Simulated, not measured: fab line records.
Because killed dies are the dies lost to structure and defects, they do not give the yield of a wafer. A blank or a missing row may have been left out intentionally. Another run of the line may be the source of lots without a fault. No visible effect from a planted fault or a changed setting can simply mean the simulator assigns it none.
Which tool was responsible? + flow n5Finfet + at 1 step of a route of 1938, 8 lots with 23 wafers sampled

WHAT THE GAUGES READ, wafer by wafer
N5_BEOL_M4_RC_MEAS_101.
| lot  | measured     | on        | DIBL_N (mV/V)  |
|------|--------------|-----------|----------------|
| L224 | day 8 10:17  | prober-01 | 36.3 37.0 40.5 |
| L222 | day 8 12:59  | prober-02 | 38.3 38.4 36.6 |
| L223 | day 8 13:00  | prober-01 | 35.3 35.1 35.1 |
| L233 | day 11 18:58 | prober-01 | 38.2 37.7 40.6 |
| L238 | day 12 16:10 | prober-02 | 37.1 35.9      |
| L240 | day 13 10:12 | prober-01 | 34.7 34.3 37.2 |
| L243 | day 14 12:44 | prober-02 | 36.1 35.7 38.8 |
| L244 | day 15 12:26 | prober-01 | 35.8 37.7 35.5 |

TOOL THAT RAN EACH LOT (tool first, then ch and the chambers of the sampled wafers, then the start)
The record shows no process step preceding these readings.

THE ANSWER, worked out from the rows above alone
Rule: the lots themselves supply what counts as usual. The widest of any qualifying gaps counts: lots, ordered by their means at a reading, are off when they make up no more than a third of the lots, leave a main group of 4 or more, and stand apart from it by 3 or more times the standard deviation of that group's means. A main group whose means are all the same, to the digits that the tables above print for the reading, isn't used. Also off: a lot with no number at a reading for which 4 or more lots have one. The other lots that the step has rows for count as sound.
No lot is off at any reading shown: from this, nothing can be told.

WHAT THE SIMULATOR HAD INSERTED
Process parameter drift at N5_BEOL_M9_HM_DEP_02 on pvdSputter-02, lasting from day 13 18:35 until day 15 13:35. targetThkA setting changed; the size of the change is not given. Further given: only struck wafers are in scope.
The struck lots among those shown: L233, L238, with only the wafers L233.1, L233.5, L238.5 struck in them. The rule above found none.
